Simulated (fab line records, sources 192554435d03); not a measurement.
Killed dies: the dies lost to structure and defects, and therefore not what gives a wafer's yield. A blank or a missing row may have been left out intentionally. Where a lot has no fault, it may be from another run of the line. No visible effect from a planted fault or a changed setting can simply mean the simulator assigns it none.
Matching of chambers :: flow n5 finfet :: N5_MOL_CONTACT_COAG_CMP_23 on cmp-02 has 4 sister chambers
The step polishes, stops on SiO2, t overpolish 1.5 s, target thk 0 nm. 8 wafers are shown with their chamber, then 7 later ones without.

## WAFERS WITH THEIR CHAMBER
wafer: L075.1
chamber: 3
motor current A (A): 7.0
time to endpoint s (s): 7.2

wafer: L089.4
chamber: 3
motor current A (A): 7.0
time to endpoint s (s): 9.8

wafer: L089.5
chamber: 2
motor current A (A): 7.4
time to endpoint s (s): 6.7

wafer: L089.6
chamber: 1
motor current A (A): 7.0
time to endpoint s (s): 11.1

wafer: L093.3
chamber: 2
motor current A (A): 7.0
time to endpoint s (s): 8.0

wafer: L093.5
chamber: 0
motor current A (A): 7.9
time to endpoint s (s): 10.0

wafer: L095.1
chamber: 1
motor current A (A): 6.8
time to endpoint s (s): 10.5

wafer: L095.4
chamber: 0
motor current A (A): 7.7
time to endpoint s (s): 8.4

## WAFERS WHOSE CHAMBER IS MISSING
wafer: L095.5
motor current A (A): 7.6
time to endpoint s (s): 7.8

wafer: L096.1
motor current A (A): 8.1
time to endpoint s (s): 7.6

wafer: L096.2
motor current A (A): 6.9
time to endpoint s (s): 7.0

wafer: L096.5
motor current A (A): 6.9
time to endpoint s (s): 6.5

wafer: L097.2
motor current A (A): 7.7
time to endpoint s (s): 8.7

wafer: L097.3
motor current A (A): 7.1
time to endpoint s (s): 8.7

wafer: L097.5
motor current A (A): 7.2
time to endpoint s (s): 7.5

## WHICH CHAMBER EACH ONE RAN IN
wafer: L095.5
from the rows above: can't be placed: 0 or 2 or 3
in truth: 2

wafer: L096.1
from the rows above: 0
in truth: 0

wafer: L096.2
from the rows above: can't be placed: 3 or 2 or 1
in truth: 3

wafer: L096.5
from the rows above: can't be placed: 3 or 2 or 1
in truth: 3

wafer: L097.2
from the rows above: 0
in truth: 0

wafer: L097.3
from the rows above: can't be placed: 3 or 2 or 1
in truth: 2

wafer: L097.5
from the rows above: can't be placed: 2 or 3
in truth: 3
Correct placement for 2 of the 7. Not placeable from these rows: 5 (in 5, the candidates include the true chamber). 0 placed wrongly.
How it was worked out, from the rows above alone: a wafer's distance from a chamber is the root of the sum, over the readings, of the square of ((its reading less the chamber's mean) divided by the reading's scatter). The wafer belongs to the nearest chamber; if the next one is less than 2 further off, it can't be placed. Each chamber's mean is taken over the wafers shown for it. The scatter is the square root of a quotient: the sum, over the shown wafers, of each reading's squared deviation from its chamber's mean, divided by wafers minus chambers.
